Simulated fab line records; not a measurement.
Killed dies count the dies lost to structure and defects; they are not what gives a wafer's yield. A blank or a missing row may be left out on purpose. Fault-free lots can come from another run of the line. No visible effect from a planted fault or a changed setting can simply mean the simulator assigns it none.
Which tool is to blame? + flow nand-harc + 13 lots with 39 wafers sampled at 5 steps, on a route of 1302 steps

WHAT THE GAUGES SHOWED, per wafer
NHARC_THIN_TSV_CD_MEAS_16. Usual: cd-nm reads 1000.5 nm (standard deviation 2.5).
| lot  | measured     | on        | cd-nm (nm)           | flag |
|------|--------------|-----------|----------------------|------|
| L391 | day 24 06:34 | cd-sem-02 | 996.7 998.2 1001.5   |      |
| L394 | day 24 12:07 | cd-sem-01 | 1002.6 1004.9 1000.7 |      |
| L396 | day 25 05:49 | cd-sem-01 | 999.1 997.2 1000.8   |      |
| L398 | day 26 15:15 | cd-sem-01 | 1001.1 999.6 998.2   |      |
| L399 | day 26 22:58 | cd-sem-01 | 996.4 1000.5 995.3   |      |
| L405 | day 29 07:12 | cd-sem-02 | 1002.8 1006.3 999.2  |      |
| L406 | day 29 08:21 | cd-sem-03 | 996.9 999.6 998.5    |      |
| L408 | day 31 09:59 | cd-sem-01 | 1001.4 998.9 997.2   |      |
| L409 | day 32 03:38 | cd-sem-01 | 999.3 1002.4 1001.9  |      |
| L411 | day 32 05:53 | cd-sem-01 | 999.2 1006.1 999.9   |      |
| L410 | day 32 04:34 | cd-sem-02 | 1001.9 998.6 1001.8  |      |
| L414 | day 32 13:48 | cd-sem-02 | 999.1 1001.2 1000.9  |      |
| L413 | day 32 15:15 | cd-sem-02 | 1000.6 1002.2 1004.3 |      |

NHARC_THIN_TSV_CD_MEAS_33: the cd target is 5000 nm. Usual: cd-nm reads 4999.1 nm (standard deviation 2.1).
| lot  | measured     | on        | cd-nm (nm)           | flag |
|------|--------------|-----------|----------------------|------|
| L391 | day 24 11:35 | cd-sem-03 | 5001.7 5000.3 4994.2 |      |
| L394 | day 24 17:15 | cd-sem-01 | 5001.8 4999.2 4998.9 |      |
| L396 | day 25 10:44 | cd-sem-03 | 5000.5 4999.8 4999.5 |      |
| L398 | day 26 20:04 | cd-sem-02 | 5001.7 4999.9 5001.1 |      |
| L399 | day 27 03:47 | cd-sem-03 | 4997.5 4997.1 4998.9 |      |
| L405 | day 29 12:07 | cd-sem-03 | 4998.0 5001.5 4998.4 |      |
| L406 | day 29 13:10 | cd-sem-01 | 4996.8 4998.4 5001.3 |      |
| L408 | day 31 14:55 | cd-sem-01 | 4998.6 4997.6 5000.5 |      |
| L409 | day 32 08:43 | cd-sem-02 | 4998.9 5001.2 4999.2 |      |
| L411 | day 32 10:48 | cd-sem-02 | 4997.2 5002.1 5001.6 |      |
| L410 | day 32 09:31 | cd-sem-01 | 5003.0 5000.1 5003.2 |      |
| L414 | day 32 18:37 | cd-sem-01 | 4996.8 4999.7 4997.5 |      |
| L413 | day 32 20:10 | cd-sem-02 | 4999.4 4994.7 4999.8 |      |

NHARC_THIN_TSV_CD_MEAS_37. Usual: cd-nm reads 5000 nm (standard deviation 3.5).
| lot  | measured     | on        | cd-nm (nm)     | flag |
|------|--------------|-----------|----------------|------|
| L391 | day 24 13:02 | cd-sem-02 | 4998 4999 4995 |      |
| L394 | day 24 18:41 | cd-sem-01 | 5004 5004 5001 |      |
| L396 | day 25 12:11 | cd-sem-02 | 5000 4997 5001 |      |
| L398 | day 26 21:34 | cd-sem-01 | 5003 4999 5000 |      |
| L399 | day 27 05:14 | cd-sem-01 | 4995 5000 4995 |      |
| L405 | day 29 13:33 | cd-sem-02 | 5000 5007 4996 |      |
| L406 | day 29 14:36 | cd-sem-02 | 4993 4998 5000 |      |
| L408 | day 31 16:27 | cd-sem-03 | 4999 4997 4998 |      |
| L409 | day 32 10:08 | cd-sem-02 | 4999 5004 5002 |      |
| L411 | day 32 12:16 | cd-sem-01 | 4995 5009 5000 |      |
| L410 | day 32 10:58 | cd-sem-01 | 5004 4997 5004 |      |
| L414 | day 32 20:03 | cd-sem-01 | 4994 5001 4997 |      |
| L413 | day 32 21:35 | cd-sem-03 | 5000 4997 5004 |      |

NHARC_END_SORT_01. Usual: defect-limited-yield 92.7 %, standard deviation 2.6; killed-at-array 45, standard deviation 18; killed-at-other 0.9, standard deviation 1.3; killed-at-periphery 3.7, standard deviation 2.2; killed-dies 50, standard deviation 18; killed-open 3.2, standard deviation 1.9; killed-short 2.4, standard deviation 1.6; sort_bin_2_pct 2.5 %, standard deviation 1.1; sort_bin_3_pct 0.6 %, standard deviation 0.36; sort_bin_4_pct 4.3 %, standard deviation 1.5; sort-n-pass 627, standard deviation 18; sort-rim-yield-pct 92 %, standard deviation 4.3; sort-yield-pct 92.7 %, standard deviation 2.6.
| lot  | measured     | on        | defect-limited-yield (%) | killed-at-array | killed-at-other | killed-at-periphery | killed-dies | killed-open | killed-short | sort_bin_2_pct (%) | sort_bin_3_pct (%) | sort_bin_4_pct (%) | sort-n-pass | sort-rim-yield-pct (%) | sort-yield-pct (%) | flag |
|------|--------------|-----------|--------------------------|-----------------|-----------------|---------------------|-------------|-------------|--------------|--------------------|--------------------|--------------------|-------------|------------------------|--------------------|------|
| L398 | day 27 06:01 | prober-01 | 87.9 88.9 87.9           | 78 74 80        | 0 1 0           | 4 0 2               | 82 75 82    | 3 4 3       | 6 1 2        | 4.3 4.9 4.3        | 1.5 0.7 1.9        | 6.4 5.5 5.9        | 595 602 595 | 86 89 89               | 87.9 88.9 87.9     |      |
| L406 | day 30 05:20 | prober-01 | 90.5 82.1 92.0           | 57 52 52        | 2 1 0           | 5 68 2              | 64 121 54   | 3 4 5       | 2 2 3        | 2.4 7.4 2.2        | 0.7 3.7 0.9        | 6.4 6.8 4.9        | 613 556 623 | 92 88 86               | 90.5 82.1 92.0     | OFF  |
| L408 | day 32 01:02 | prober-02 | 91.3 93.1 95.7           | 52 43 24        | 0 0 1           | 7 4 4               | 59 47 29    | 3 4 0       | 4 2 2        | 2.2 3.0 2.1        | 1.0 0.6 0.3        | 5.5 3.4 1.9        | 618 630 648 | 95 99 91               | 91.3 93.1 95.7     |      |
| L411 | day 32 19:04 | prober-01 | 96.6 96.5 95.7           | 19 21 24        | 1 1 2           | 3 2 3               | 23 24 29    | 2 2 4       | 3 2 4        | 1.3 1.0 1.0        | 0.1 0.3 0.4        | 1.9 2.2 2.8        | 654 653 648 | 96 98 94               | 96.6 96.5 95.7     |      |
| L410 | day 32 22:50 | prober-02 | 90.1 91.6 90.5           | 63 51 61        | 3 1 1           | 1 5 2               | 67 57 64    | 2 4 5       | 0 3 2        | 3.5 2.7 2.7        | 1.3 1.2 0.3        | 5.0 4.6 6.5        | 610 620 613 | 98 92 92               | 90.1 91.6 90.5     |      |
| L414 | day 33 05:45 | prober-02 | 88.6 92.2 88.3           | 72 49 75        | 0 1 0           | 5 3 4               | 77 53 79    | 3 2 3       | 2 1 4        | 4.3 2.7 4.1        | 0.7 0.9 0.9        | 6.4 4.3 6.6        | 600 624 598 | 92 89 89               | 88.6 92.2 88.3     |      |

TOOL THAT RAN EACH LOT (tool first, then ch and the chambers of the sampled wafers, then the start)
| lot  | NHARC_P_M1_PVD_20            |
|------|------------------------------|
| L391 | pvd-sputter-02, day 6 10:16  |
| L394 | pvd-sputter-03, day 7 13:21  |
| L396 | pvd-sputter-01, day 8 05:01  |
| L398 | pvd-sputter-02, day 9 09:11  |
| L399 | pvd-sputter-01, day 9 16:06  |
| L405 | pvd-sputter-02, day 12 10:22 |
| L406 | pvd-sputter-01, day 12 13:50 |
| L408 | pvd-sputter-03, day 13 10:11 |
| L409 | pvd-sputter-02, day 13 18:24 |
| L411 | pvd-sputter-03, day 14 16:07 |
| L410 | pvd-sputter-03, day 14 16:48 |
| L414 | pvd-sputter-02, day 15 16:10 |
| L413 | pvd-sputter-01, day 15 16:58 |
- NHARC_P_M1_PVD_20: deposits TaN, target thk 5 nm, time 8.06 s.

AS READ BY THE TOOLS THEMSELVES (means over the sampled wafers that have a number; for cases with no such wafer, the mark the record gives instead)
NHARC_P_M1_PVD_20. Usual: throttle-valve-pct reads 30.1 % (standard deviation 1.3).
| lot  | tool           | throttle-valve-pct (%) | flag |
|------|----------------|------------------------|------|
| L391 | pvd-sputter-02 | 28.5                   |      |
| L394 | pvd-sputter-03 | 30.5                   |      |
| L396 | pvd-sputter-01 | 29.6                   |      |
| L398 | pvd-sputter-02 | 28.9                   |      |
| L399 | pvd-sputter-01 | 30.2                   |      |
| L405 | pvd-sputter-02 | 29.6                   |      |
| L406 | pvd-sputter-01 | 30.5                   |      |
| L408 | pvd-sputter-03 | 29.9                   |      |
| L409 | pvd-sputter-02 | 30.3                   |      |
| L411 | pvd-sputter-03 | 31.5                   |      |
| L410 | pvd-sputter-03 | 29.1                   |      |
| L414 | pvd-sputter-02 | 29.6                   |      |
| L413 | pvd-sputter-01 | 30.1                   |      |

THE ANSWER, worked out from the rows above alone
Rule: take the mean of a lot's wafers that have a number; if it is more than 3 standard deviations from the usual mean, the lot is off. Also off: a lot with no number at a reading for which 4 or more lots have one. Any other lot the step has rows for is counted as sound. The gauges are gone through in route order, then the tools' own readings, and for those a lot's mean is taken as printed above. The first step at which some lot is off is used, and at that step the reading that is off furthest; a lot without a number counts as furthest.
Off at NHARC_END_SORT_01 (killed-at-periphery): L406. Neither off nor sound, because the step has no rows for them: L391, L394, L396, L399, L405, L409, L413.
If a tool, at a process step before that reading, ran all the lots that are off and no sound lot after the first of them, it fits. The gauges at NHARC_END_SORT_01 are tried like those tools. One candidate fits, namely pvd-sputter-01 at NHARC_P_M1_PVD_20. It ran no sound lot before its first lot that is off in this sample, so the start can't be narrowed down.

WHAT WAS PUT IN BY THE SIMULATOR
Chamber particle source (pvd-sputter-01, NHARC_P_M1_PVD_20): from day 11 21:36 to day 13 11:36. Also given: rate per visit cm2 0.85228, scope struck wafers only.
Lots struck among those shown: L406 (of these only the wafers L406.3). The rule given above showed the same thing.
